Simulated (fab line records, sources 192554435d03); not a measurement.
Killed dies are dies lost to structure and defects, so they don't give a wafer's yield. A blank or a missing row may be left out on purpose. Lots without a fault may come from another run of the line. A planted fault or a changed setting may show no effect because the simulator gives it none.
Chamber matching | flow n5_finfet | N5_BEOL_M6_STRIP_19 on rie_diel-06: 4 sister chambers
The step strips in O2. 20 wafers are shown with their chamber, then 10 later ones without.

WAFERS WITH THEIR CHAMBER
wafer  | chamber | showerhead_plenum_p_Torr (Torr) | drypump_motor_current_A (A) | throttle_valve_pct (%)
L074.1 | 1       | 2.04                            | 6.1                         | 16.74
L074.2 | 0       | 2.24                            | 6.2                         | 16.31
L074.6 | 1       | 2.04                            | 6.1                         | 16.73
L080.1 | 0       | 2.23                            | 6.1                         | 16.34
L080.2 | 3       | 2.19                            | 5.8                         | 16.36
L080.6 | 2       | 2.13                            | 5.1                         | 16.23
L082.1 | 2       | 2.13                            | 5.1                         | 16.26
L082.3 | 0       | 2.23                            | 6.1                         | 16.33
L082.4 | 3       | 2.19                            | 5.8                         | 16.39
L085.1 | 0       | 2.23                            | 6.1                         | 16.34
L085.3 | 2       | 2.13                            | 5.1                         | 16.28
L085.6 | 2       | 2.13                            | 5.1                         | 16.25
L086.2 | 2       | 2.13                            | 5.2                         | 16.28
L086.4 | 0       | 2.23                            | 6.1                         | 16.36
L086.6 | 1       | 2.04                            | 6.1                         | 16.79
L087.1 | 1       | 2.04                            | 6.1                         | 16.78
L087.3 | 3       | 2.18                            | 5.8                         | 16.38
L087.6 | 3       | 2.18                            | 5.7                         | 16.40
L088.1 | 0       | 2.22                            | 6.1                         | 16.37
L088.5 | 2       | 2.13                            | 5.1                         | 16.27

SIGNATURES (means of the wafers above)
reading                  | chamber 0 | chamber 1 | chamber 2 | chamber 3 | scatter within a chamber
showerhead_plenum_p_Torr | 2.2300    | 2.0400    | 2.1300    | 2.1850    | 0.00433
drypump_motor_current_A  | 6.117     | 6.100     | 5.117     | 5.775     | 0.0389
throttle_valve_pct       | 16.3417   | 16.7600   | 16.2617   | 16.3825   | 0.0219
Rule: a wafer's distance from a chamber is the root of the sum, over the readings, of the square of ((its reading less the chamber's mean) divided by the reading's scatter). The wafer belongs to the nearest chamber; if the next one is less than 2 further off, it can't be placed. The scatter: the root of (the sum of the squares of (reading less its chamber's mean) over the shown wafers, divided by (wafers less chambers)).

WAFERS WITHOUT THEIR CHAMBER
wafer  | showerhead_plenum_p_Torr (Torr) | drypump_motor_current_A (A) | throttle_valve_pct (%)
L088.6 | 2.18                            | 5.7                         | 16.39
L089.3 | 2.12                            | 5.1                         | 16.29
L089.4 | 2.18                            | 5.8                         | 16.40
L089.5 | 2.12                            | 5.1                         | 16.26
L092.2 | 2.12                            | 5.1                         | 16.31
L092.3 | 2.22                            | 6.2                         | 16.39
L092.4 | 2.18                            | 5.8                         | 16.42
L096.2 | 2.03                            | 6.1                         | 16.82
L096.3 | 2.12                            | 5.1                         | 16.28
L096.6 | 2.12                            | 5.1                         | 16.33

WHICH CHAMBER EACH WENT THROUGH
wafer  | from the rows above | in truth
L088.6 | 3                   | 3
L089.3 | 2                   | 2
L089.4 | 3                   | 3
L089.5 | 2                   | 2
L092.2 | 2                   | 2
L092.3 | 0                   | 0
L092.4 | 3                   | 3
L096.2 | 1                   | 1
L096.3 | 2                   | 2
L096.6 | 2                   | 2
Placed correctly: 10 of 10. Can't be placed from these rows: 0. Placed wrongly: 0.
